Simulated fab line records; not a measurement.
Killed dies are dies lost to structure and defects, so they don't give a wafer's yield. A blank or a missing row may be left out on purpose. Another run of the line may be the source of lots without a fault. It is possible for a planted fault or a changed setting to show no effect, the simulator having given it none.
Matching of chambers	flow nand harc	NHARC_A_WL_FILL_ETCHBACK_26 on rie si-01 has 4 sister chambers
The step etches the open film in HBr, target depth 52 nm, time 13.3 s. 16 wafers are shown with their chamber, then 8 later ones without.

WAFERS PAIRED WITH THEIR CHAMBERS
wafer	chamber	drypump motor current A (A)	oes product au (a.u.)	chamber pressure mTorr (mTorr)
L074.1	2	5.8	0.993	15.012
L074.3	3	6.5	0.998	15.006
L074.4	1	6.0	0.982	15.005
L075.3	0	6.6	1.010	15.004
L075.4	1	6.0	0.996	15.012
L075.5	0	6.6	1.018	15.032
L078.1	1	6.0	0.990	14.971
L078.3	0	6.6	1.014	15.003
L078.6	3	6.5	1.003	14.979
L080.1	1	6.0	1.000	14.994
L080.4	0	6.6	1.002	15.030
L080.5	3	6.5	1.003	15.018
L083.1	3	6.5	1.004	15.021
L083.2	2	5.7	1.012	15.016
L083.5	2	5.7	1.005	15.010
L085.3	3	6.5	1.001	15.020

SIGNATURES, as means of the wafers listed above
reading	chamber 0	chamber 1	chamber 2	chamber 3	scatter within a chamber
drypump motor current A	6.600	6.000	5.733	6.500	0.0236
oes product au	1.01100	0.99200	1.00333	1.00180	0.00665
chamber pressure mTorr	15.01725	14.99550	15.01267	15.00880	0.0158
Rule: a wafer's distance from a chamber is the root of the sum, over the readings, of the square of ((its reading less the chamber's mean) divided by the reading's scatter). If the next closest chamber is less than 2 further off than the closest, the wafer can't be placed; otherwise it belongs to the closest. The scatter: take each reading less its chamber's mean, square it, sum over the shown wafers, divide by the number of wafers less the number of chambers, and take the root.

WAFERS WITH NO CHAMBER GIVEN
wafer	drypump motor current A (A)	oes product au (a.u.)	chamber pressure mTorr (mTorr)
L085.4	6.6	1.004	14.987
L085.5	5.7	1.002	15.015
L091.1	6.0	0.987	14.989
L091.2	6.5	0.997	15.017
L091.6	5.8	0.997	15.016
L093.1	6.6	1.001	15.022
L093.3	6.5	1.010	14.995
L093.5	5.7	1.002	15.011

EACH ONE'S CHAMBER
wafer	from the rows above	in truth
L085.4	0	0
L085.5	2	2
L091.1	1	1
L091.2	3	3
L091.6	2	2
L093.1	0	0
L093.3	3	3
L093.5	2	2
Placed correctly: 8 of 8. Can't be placed from these rows: 0. Placed wrongly: 0.
